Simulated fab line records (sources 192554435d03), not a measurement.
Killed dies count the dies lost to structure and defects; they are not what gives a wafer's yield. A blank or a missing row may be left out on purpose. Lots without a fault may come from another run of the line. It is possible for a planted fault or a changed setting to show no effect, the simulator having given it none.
Which tool did it? -- flow n5_finfet -- at 1 step of a route of 1938, 10 lots with 30 wafers sampled

WHAT THE GAUGES READ, wafer by wafer
N5_BEOL_M4_RC_MEAS_101. Usual: DIBL_N 35.9 mV/V, standard deviation 1.8; DIBL_P 36.2 mV/V, standard deviation 2; IOFF_N 0.16 nA/um, standard deviation 0.031; IOFF_P 0.22 nA/um, standard deviation 0.041; ION_N 676 uA/um, standard deviation 11; ION_P 465 uA/um, standard deviation 8.5; SS_N 71.4 mV/dec, standard deviation 0.64; SS_P 73.2 mV/dec, standard deviation 0.7; VT_N 250 mV, standard deviation 3.5; VT_P -250 mV, standard deviation 3.9.
lot,measured,on,DIBL_N (mV/V),DIBL_P (mV/V),IOFF_N (nA/um),IOFF_P (nA/um),ION_N (uA/um),ION_P (uA/um),SS_N (mV/dec),SS_P (mV/dec),VT_N (mV),VT_P (mV),flag
L607,day 8 04:23,prober-01,35.4 36.9 35.3,35.3 37.8 34.9,0.13 0.17 0.14,0.22 0.29 0.23,672 694 674,466 484 476,71.4 71.1 70.7,72.4 73.3 73.0,255 249 252,-249 -244 -246,
L614,day 9 22:11,prober-01,34.1 36.5 36.3,32.5 35.7 35.0,0.12 0.17 0.16,0.19 0.24 0.22,672 682 675,468 464 459,71.3 71.4 71.6,72.5 73.8 72.7,253 247 249,-250 -247 -247,
L616,day 10 02:59,prober-01,36.3 36.3 36.5,36.6 36.9 36.9,0.16 0.16 0.16,0.25 0.26 0.25,678 673 688,470 465 477,70.6 71.3 71.2,73.6 72.8 72.9,247 249 249,-242 -245 -246,
L618,day 11 02:14,prober-01,36.9 35.8 37.7,35.8 34.5 36.8,0.16 0.14 0.17,0.21 0.19 0.23,675 665 680,461 453 463,72.6 71.9 71.8,73.1 73.6 73.5,249 251 249,-250 -252 -247,
L619,day 11 03:49,prober-02,35.2 35.5 32.4,36.3 36.5 32.3,0.16 0.17 0.11,0.22 0.22 0.17,689 673 650,471 463 456,71.2 71.4 71.5,74.0 74.3 72.7,249 247 256,-249 -249 -249,
L620,day 11 12:02,prober-01,34.1 33.9 32.4,35.4 34.9 33.7,0.15 0.13 0.12,0.19 0.18 0.16,672 663 674,461 459 463,70.4 71.3 70.7,73.0 72.6 72.8,250 251 251,-252 -253 -255,
L625,day 12 20:40,prober-02,36.1 42.1 37.3,35.7 43.3 37.6,0.13 0.29 0.16,0.20 0.37 0.25,661 712 677,461 481 469,70.1 71.9 70.5,73.6 74.9 74.3,252 239 250,-250 -239 -246,
L626,day 13 02:40,prober-01,38.3 38.3 37.5,40.2 39.0 37.9,0.22 0.20 0.18,0.28 0.26 0.24,679 685 678,470 476 464,72.5 72.2 72.2,74.3 73.0 73.7,247 246 248,-245 -246 -247,
L627,day 13 04:31,prober-01,36.6 37.2 38.2,37.1 37.5 39.3,0.16 0.16 0.21,0.25 0.26 0.30,684 673 702,476 470 484,71.8 71.3 71.5,72.6 73.7 73.6,248 251 244,-247 -247 -246,
L629,day 13 20:48,prober-02,35.1 37.9 37.0,35.2 37.1 36.8,0.14 0.18 0.16,0.21 0.24 0.24,684 691 678,470 473 470,71.1 71.3 71.6,72.6 74.2 73.5,247 248 248,-248 -248 -248,

WHAT TOOL EACH LOT RAN ON (gives the tool, then ch and the chambers of the sampled wafers, and finally the start)
Record: no process step prior to these readings.

WHAT THE TOOLS THEMSELVES READ (means of the sampled wafers that have a number; where no wafer has one, the mark that the record gives instead)
The record holds no such reading with a usual standard deviation.

THE ANSWER, worked out from the rows above alone
Rule: take the mean of a lot's wafers that have a number; if it is more than 3 standard deviations from the usual mean, the lot is off. Also off: a lot with no number at a reading for which 4 or more lots have one. The other lots that the step has rows for count as sound. First the gauges in route order, then the tools' own readings, where a lot's mean is used as printed above. The first step at which some lot is off is used, and at that step the reading that is off furthest; a lot without a number counts as furthest.
No lot is off on any of the readings shown, so nothing can be concluded from this.

WHAT THE SIMULATOR HAD INSERTED
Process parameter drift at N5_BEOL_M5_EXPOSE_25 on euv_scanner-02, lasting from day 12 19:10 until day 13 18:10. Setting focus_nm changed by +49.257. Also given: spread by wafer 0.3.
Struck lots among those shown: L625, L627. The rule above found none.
